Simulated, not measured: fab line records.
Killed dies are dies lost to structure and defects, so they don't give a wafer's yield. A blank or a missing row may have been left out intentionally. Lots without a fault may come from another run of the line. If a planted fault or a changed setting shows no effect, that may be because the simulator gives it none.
fab line records -- flow nand_harc
record lots=14, wafers=42, last_day=33
route steps=1302 shown A_SOURCE_PLATE@417 THIN_TSV@1264 END@1302
lots untouched by any fault: they come from a run of this same line in which no faults occurred
start_h: the number of hours between the record's first day and the start of the first shown wafer of the lot -- wait_h: time in hours since the lot's previous step -- " same as the row above -- L1.1+2: several wafers, shown together as one row -- - no value present, or no start provided -- * or withheld: withheld -- < > ~ a bound
route shown NAME@n: a module of which the file shows steps, and the number in the route of the first -- usual: the fault-free wafers' mean and standard deviation -- same: alike in all rows -- chamber/n: place in a boat -- sites: each site's reading -- _std_site: how widely they spread, as a standard deviation -- _edge_site: mean of outer sites minus mean of inner sites -- radius_mm: for every site, how far away it sits from the centre of the wafer -- mask NAME#n: copy n -- behind: the most recent tool/chamber to have shaped the wafer -- hold: what put the lot on hold/how long, in hours/how the hold closed -- device: the transistor (n, p or np) that didn't switch -- end of line: tests run on the same wafers once the route is complete -- step lacking rows: just its recipe -- killed: dies that structure and defects cost at the first sort, which is not the same as the wafer's yield -- map: a wafer's dies, marking killed ones x, the rest . and places with no die _
set.NAME: the run value of the setting; set.NAME@STEP: its run value at that earlier step -- model.NAME: the simulator's own value behind a step, which no gauge read
route steps across a sampled set of lots; one table per step, one row per wafer
services: from which hour (start_h, from the record's first day; less than 0 if before it) a tool's chamber was out of use, for how many hours, and why
## steps
# step NHARC_A_SOURCE_PLATE_PVD_04
# recipe target_thk_a=500, material=WSi2
lot.wafer,tool,chamber,start_h,wait_h
L499.2+1+5,pvd_sputter-03,-,158.29,0.1
L498.1+4+6,pvd_sputter-02,-,158.30,0.1
L500.2+1+3,pvd_sputter-01,-,176.84,0.1
L506.2+1+6,pvd_sputter-03,-,231.78,0.1
L507.1+2+6,pvd_sputter-03,-,237.99,0.1
L511.1+4+3,pvd_sputter-01,-,289.72,0.1
L512.3+1+4,pvd_sputter-03,-,289.72,0.1
L513.1+3+4,pvd_sputter-03,-,295.17,0.1
L516.1+2+5,pvd_sputter-01,-,341.17,0.1
L518.2+1+5,pvd_sputter-02,-,346.39,0.1
L517.1+4+6,pvd_sputter-01,-,346.41,0.1
L519.4+1+5,pvd_sputter-01,-,363.72,0.1
L520.3+4+2,pvd_sputter-01,-,368.32,0.1
L521.3+1+6,pvd_sputter-02,-,372.52,0.1
# step NHARC_THIN_TSV_CD_MEAS_16
# usual cd_nm=998/3.1
lot.wafer,tool,chamber,start_h,wait_h,cd_nm
L499.1,cd_sem-01,-,554.85,0.1,996
L499.2,cd_sem-01,-,554.85,0.1,997
L499.5,cd_sem-01,-,554.85,0.1,998
L498.1,cd_sem-01,-,560.63,0.1,999
L498.4,cd_sem-01,-,560.63,0.1,999
L498.6,cd_sem-01,-,560.63,0.1,994
L500.1,cd_sem-01,-,578.02,0.1,1003
L500.2,cd_sem-01,-,578.02,0.1,1001
L500.3,cd_sem-01,-,578.02,0.1,1001
L506.1,cd_sem-01,-,622.64,0.1,998
L506.2,cd_sem-01,-,622.64,0.1,996
L506.6,cd_sem-01,-,622.64,0.1,996
L507.1,cd_sem-03,-,637.49,0.1,998
L507.2,cd_sem-03,-,637.49,0.1,998
L507.6,cd_sem-03,-,637.49,0.1,993
L512.1,cd_sem-02,-,689.65,0.1,996
L512.3,cd_sem-02,-,689.65,0.1,995
L512.4,cd_sem-02,-,689.65,0.1,998
L511.1,cd_sem-02,-,691.28,0.1,998
L511.3,cd_sem-02,-,691.28,0.1,998
L511.4,cd_sem-02,-,691.28,0.1,996
L513.1,cd_sem-01,-,693.97,0.1,1004
L513.3,cd_sem-01,-,693.97,0.1,1000
L513.4,cd_sem-01,-,693.97,0.1,1003
L517.1,cd_sem-01,-,735.86,0.1,1001
L517.4,cd_sem-01,-,735.86,0.1,1001
L517.6,cd_sem-01,-,735.86,0.1,999
L516.1,cd_sem-01,-,748.32,0.1,1000
L516.2,cd_sem-01,-,748.32,0.1,1006
L516.5,cd_sem-01,-,748.32,0.1,1003
L518.1,cd_sem-01,-,756.81,0.1,995
L518.2,cd_sem-01,-,756.81,0.1,996
L518.5,cd_sem-01,-,756.81,0.1,994
L520.2,cd_sem-03,-,764.06,0.1,996
L520.3,cd_sem-03,-,764.06,0.1,995
L520.4,cd_sem-03,-,764.06,0.1,998
L521.1,cd_sem-01,-,764.22,0.1,996
L521.3,cd_sem-01,-,764.22,0.1,996
L521.6,cd_sem-01,-,764.22,0.1,997
L519.1,cd_sem-02,-,765.11,0.1,1000
L519.4,cd_sem-02,-,765.11,0.1,1000
L519.5,cd_sem-02,-,765.11,0.1,998
# step NHARC_THIN_TSV_ETCHBACK_48
# recipe target_depth_a=10285, over_etch_frac=0.3, time_s=405.17, ion_energy_ev=250, c4f8_flow_sccm=withheld, ar_flow_sccm=withheld, rf_w=600, bias_w=300, chemistry=C4F8/Ar
# usual oes_product_au=0.95/0.036, rf_vpp_V=547/3.2
lot.wafer,tool,chamber,start_h,wait_h,oes_product_au,rf_hours_counter_h,rf_vpp_V
L499.1,rie_diel-13,0,556.13,-,0.90,1,548
L499.2,rie_diel-13,3,556.13,-,0.93,3,544
L499.5,rie_diel-13,1,556.13,-,0.93,-,548
L498.1,rie_diel-13,2,561.97,-,0.94,3,549
L498.4,rie_diel-13,3,561.97,-,0.93,3,545
L498.6,rie_diel-13,1,561.97,-,0.93,-,548
L500.3,rie_diel-13,2,579.33,-,0.94,5,549
L500.2,rie_diel-13,3,579.33,-,0.95,5,544
L500.1,rie_diel-13,0,579.33,-,0.91,3,548
L506.2,rie_diel-10,1,623.92,-,0.98,1,552
L506.1,rie_diel-10,3,623.92,-,1.01,1,550
L506.6,rie_diel-10,2,623.92,-,1.02,-,546
L507.1,rie_diel-13,2,638.77,-,0.95,8,552
L507.2,rie_diel-13,0,638.77,-,0.97,6,549
L507.6,rie_diel-13,2,638.77,-,0.94,-,550
L512.3,rie_diel-12,1,690.94,-,0.98,2,551
L512.1,rie_diel-12,2,690.94,-,0.97,3,544
L512.4,rie_diel-12,3,690.94,-,0.98,3,544
L511.3,rie_diel-13,1,692.59,-,0.94,11,549
L511.1,rie_diel-13,2,692.59,-,0.96,12,550
L511.4,rie_diel-13,3,692.59,-,0.94,12,543
L513.3,rie_diel-10,3,695.23,-,0.95,5,549
L513.1,rie_diel-10,0,695.23,-,0.92,6,543
L513.4,rie_diel-10,2,695.23,-,0.94,7,546
L517.4,rie_diel-12,3,737.14,-,0.99,5,542
L517.1,rie_diel-12,0,737.14,-,0.99,4,543
L517.6,rie_diel-12,3,737.14,-,0.98,-,543
L516.1,rie_diel-12,0,749.66,-,0.92,5,541
L516.2,rie_diel-12,1,749.66,-,0.92,4,549
L516.5,rie_diel-12,2,749.66,-,0.92,-,545
L518.2,rie_diel-12,3,758.42,-,0.92,6,545
L518.1,rie_diel-12,1,758.42,-,0.91,5,550
L518.5,rie_diel-12,0,758.42,-,0.92,-,543
L520.4,rie_diel-10,2,765.52,-,0.94,12,544
L520.3,rie_diel-10,3,765.52,-,0.94,11,552
L520.2,rie_diel-10,0,765.52,-,0.93,10,543
L521.1,rie_diel-12,2,765.85,-,0.92,6,545
L521.3,rie_diel-12,0,765.85,-,0.93,6,542
L521.6,rie_diel-12,2,765.85,-,0.92,-,546
L519.1,rie_diel-12,0,766.70,-,0.92,6,542
L519.4,rie_diel-12,1,766.70,-,0.92,6,550
L519.5,rie_diel-12,0,766.70,-,0.92,-,543
# step NHARC_THIN_TSV_STRIP_62
# recipe power_w=1500, temp_c=250, time_s=20, chemistry=N2/H2
# usual drypump_motor_current_A=5.67/0.18, heater_power_w=312/32
lot.wafer,tool,chamber,start_h,wait_h,drypump_motor_current_A,heater_power_w,rf_hours_counter_h
L499.2,plasma_asher-02,1,556.49,-,5.91,343,24
L499.1,plasma_asher-02,0,556.49,-,5.49,293,24
L499.5,plasma_asher-02,0,556.49,-,5.49,290,-
L498.1,plasma_asher-02,0,562.27,-,5.48,295,25
L498.4,plasma_asher-02,1,562.27,-,5.95,343,-
L498.6,plasma_asher-02,1,562.27,-,5.94,336,-
L500.1,plasma_asher-01,1,579.65,-,5.56,347,10
L500.2,plasma_asher-01,0,579.65,-,5.63,276,10
L500.3,plasma_asher-01,0,579.65,-,5.65,269,-
L506.1,plasma_asher-01,0,624.29,-,5.65,276,21
L506.2,plasma_asher-01,1,624.29,-,5.56,343,21
L506.6,plasma_asher-01,0,624.29,-,5.63,277,-
L507.1,plasma_asher-02,0,639.12,-,5.49,279,7
L507.2,plasma_asher-02,1,639.12,-,5.94,343,7
L507.6,plasma_asher-02,0,639.12,-,5.50,277,-
L512.1,plasma_asher-01,0,691.30,-,5.62,273,34
L512.4,plasma_asher-01,0,691.30,-,5.64,268,-
L512.3,plasma_asher-01,1,691.30,-,5.58,343,-
L511.1,plasma_asher-01,0,692.91,-,5.65,275,34
L511.3,plasma_asher-01,0,692.91,-,5.63,274,-
L511.4,plasma_asher-01,1,692.91,-,5.59,336,-
L513.1,plasma_asher-02,0,695.60,-,5.49,285,18
L513.4,plasma_asher-02,0,695.60,-,5.48,292,-
L513.3,plasma_asher-02,1,695.60,-,5.90,342,-
L517.1,plasma_asher-01,0,737.51,-,5.65,294,4
L517.4,plasma_asher-01,1,737.51,-,5.59,351,-
L517.6,plasma_asher-01,0,737.51,-,5.65,292,-
L516.2,plasma_asher-01,0,749.95,-,5.65,296,6
L516.1,plasma_asher-01,1,749.95,-,5.57,351,6
L516.5,plasma_asher-01,0,749.95,-,5.65,292,-
L518.1,plasma_asher-02,0,758.87,-,5.47,288,31
L518.2,plasma_asher-02,1,758.87,-,5.94,340,31
L518.5,plasma_asher-02,1,758.87,-,5.96,346,-
L520.2,plasma_asher-02,1,766.09,-,5.92,345,34
L520.3,plasma_asher-02,0,766.09,-,5.49,279,-
L520.4,plasma_asher-02,1,766.09,-,5.92,326,-
L521.1,plasma_asher-02,0,766.20,-,5.47,292,34
L521.3,plasma_asher-02,0,766.20,-,5.48,287,-
L521.6,plasma_asher-02,1,766.20,-,5.93,338,-
L519.1,plasma_asher-02,0,767.74,-,5.48,284,35
L519.4,plasma_asher-02,0,767.74,-,5.47,284,-
L519.5,plasma_asher-02,0,767.74,-,5.48,286,-
# step NHARC_END_SORT_01
# recipe temp_c=25
# usual killed_at_array=47/18, killed_at_other=0.9/1.1, killed_at_periphery=4/3.1, killed_dies=52/18, killed_open=3.1/1.5, killed_short=2.4/1.5
# same gross_dies=677
lot.wafer,tool,chamber,start_h,wait_h,killed_at_array,killed_at_other,killed_at_periphery,killed_dies,killed_open,killed_short
L506.1,prober-01,0,639.61,2.5,187,1,8,196,4,5
L506.2,prober-01,0,640.40,2.8,213,0,7,220,1,3
L506.6,prober-01,0,643.55,3.9,231,1,4,236,5,7
L507.1,prober-02,0,653.18,2.5,205,1,2,208,2,2
L507.2,prober-02,0,653.98,2.8,173,3,4,180,4,1
L507.6,prober-02,0,657.16,4.0,192,1,3,196,2,1
L518.1,prober-02,0,774.18,2.5,46,1,8,55,3,1
L518.2,prober-02,0,774.97,2.8,49,4,1,54,6,2
L518.5,prober-02,0,777.34,3.7,54,2,5,61,4,1
# killed by level:class
L506.1 A_SOURCE_PLATE:area_pvd=128 A_SLIT:chamber_film_flake=19 A_CHANNEL_HOLE_D2:chamber_film_flake=16 P_CONTACT:chamber_film_flake=5 A_CHANNEL_HOLE_D1:chamber_film_flake=4 A_CONTACT:chamber_film_flake=4 A_CHANNEL_FILL_D2:chamber_film_flake=3 P_GATE:chamber_film_flake=2
L506.2 A_SOURCE_PLATE:area_pvd=131 A_CHANNEL_HOLE_D2:chamber_film_flake=30 A_SLIT:chamber_film_flake=24 A_CONTACT:chamber_film_flake=8 A_CHANNEL_HOLE_D1:chamber_film_flake=5 A_CHANNEL_FILL_D2:chamber_film_flake=5 P_CONTACT:chamber_film_flake=4 A_WL_FILL:chamber_film_flake=3
L506.6 A_SOURCE_PLATE:area_pvd=143 A_CHANNEL_HOLE_D2:chamber_film_flake=35 A_SLIT:chamber_film_flake=23 A_CONTACT:chamber_film_flake=5 A_WL_FILL:chamber_film_flake=4 P_STI:chamber_film_flake=3 A_CHANNEL_HOLE_D1:chamber_film_flake=3 A_DECK1_JOINT:chamber_film_flake=3
L507.1 A_SOURCE_PLATE:area_pvd=173 A_CHANNEL_HOLE_D2:chamber_film_flake=15 A_CHANNEL_HOLE_D1:chamber_film_flake=3 A_CONTACT:chamber_film_flake=3 A_BLC:chamber_film_flake=3 P_ZERO_WELL:chamber_film_flake=2 A_STAIRCASE:chamber_film_flake=2 A_CHANNEL_FILL_D1:geometric_particle:short=1
L507.2 A_SOURCE_PLATE:area_pvd=145 A_CHANNEL_HOLE_D2:chamber_film_flake=13 A_BLC:chamber_film_flake=6 THIN_TSV:chamber_film_flake=3 P_CONTACT:chamber_film_flake=2 A_CHANNEL_HOLE_D1:chamber_film_flake=2 P_CONTACT:geometric_particle:open=1 A_ONON_D2:geometric_particle:short=1
L507.6 A_SOURCE_PLATE:area_pvd=162 A_CHANNEL_HOLE_D2:chamber_film_flake=14 A_CONTACT:chamber_film_flake=6 A_CHANNEL_HOLE_D1:chamber_film_flake=4 A_SLIT:chamber_film_flake=2 A_BLC:chamber_film_flake=2 P_M1:geometric_particle:open=1 A_CHANNEL_FILL_D2:geometric_particle:short=1
L518.1 A_SLIT:chamber_film_flake=23 A_CHANNEL_HOLE_D1:chamber_film_flake=5 A_STAIRCASE:chamber_film_flake=5 A_CONTACT:chamber_film_flake=3 P_ZERO_WELL:chamber_film_flake=2 P_M2:chamber_film_flake=2 A_ZERO_WELL:chamber_film_flake=2 A_SGD_CUT:chamber_film_flake=2
L518.2 A_SLIT:chamber_film_flake=23 A_STAIRCASE:chamber_film_flake=6 A_CHANNEL_HOLE_D1:chamber_film_flake=5 A_CHANNEL_HOLE_D2:chamber_film_flake=4 THIN_TSV:chamber_film_flake=3 A_CHANNEL_FILL_D1:geometric_particle:open=2 A_WL_FILL:chamber_film_flake=2 P_M0:geometric_particle:open=1
L518.5 A_SLIT:chamber_film_flake=17 A_CHANNEL_HOLE_D1:chamber_film_flake=13 A_CHANNEL_HOLE_D2:chamber_film_flake=5 A_STAIRCASE:chamber_film_flake=4 A_SGD_CUT:chamber_film_flake=4 A_ZERO_WELL:chamber_film_flake=3 P_M2:chamber_film_flake=2 A_CHANNEL_FILL_D1:chamber_film_flake=2
## services
tool,chamber,start_h,hours,kind
plasma_asher-01,-,162.72,1.8,repair
plasma_asher-01,-,165.77,9.0,pm
plasma_asher-02,-,210.15,3.4,repair
pvd_sputter-01,-,212.40,9.8,repair
pvd_sputter-01,-,226.00,10.0,pm
plasma_asher-02,-,249.00,9.0,pm
plasma_asher-01,-,257.80,1.0,repair
rie_diel-12,-,261.00,0.5,repair
rie_diel-12,-,268.47,9.0,pm
rie_diel-12,2,289.92,39.2,repair
plasma_asher-01,-,342.77,9.0,pm
plasma_asher-02,-,356.68,41.4,repair
pvd_sputter-01,-,404.00,10.0,pm
plasma_asher-02,-,426.00,9.0,pm
rie_diel-12,1,443.09,2.8,repair
rie_diel-12,-,445.47,9.0,pm
rie_diel-12,1,465.68,7.0,repair
plasma_asher-02,-,483.57,1.7,repair
plasma_asher-01,-,519.78,9.0,pm
rie_diel-12,0,528.61,10.4,repair
rie_diel-12,1,552.99,45.9,repair
rie_diel-12,0,578.25,6.8,repair
pvd_sputter-01,-,582.00,10.0,pm
plasma_asher-02,-,603.00,9.0,pm
## key
first_sign step=NHARC_END_SORT_01, reading=killed_at_array, direction=up, sigmas=8.7, usual=47, struck=200
effect step=NHARC_END_SORT_01, reading=killed_dies, direction=up, sigmas=8.5, usual=52, struck=206
more_kills_born_at NHARC_A_SOURCE_PLATE_PVD_04@pvd_sputter-03=882
met_at NHARC_A_SOURCE_PLATE_PVD_04
struck_lots L506,L507
tester_left_out L506,L507
not_acting_at NHARC_THIN_TSV_CD_MEAS_16,NHARC_THIN_TSV_ETCHBACK_48,NHARC_THIN_TSV_STRIP_62
onset_between 158.29 231.78
fault kind=skipped_step_whole, tool=pvd_sputter-03, chamber=-, onset_h=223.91, steps=NHARC_A_SOURCE_PLATE_PVD_04, scope=struck_lots_only
# tester_left_out: of these lots the tester's yield and bins aren't shown, on N5 and GAA mostly nor the transistor test; their killed dies are dies lost to structure and defects alone, not to doping, threshold or leakage, so they don't give the yield
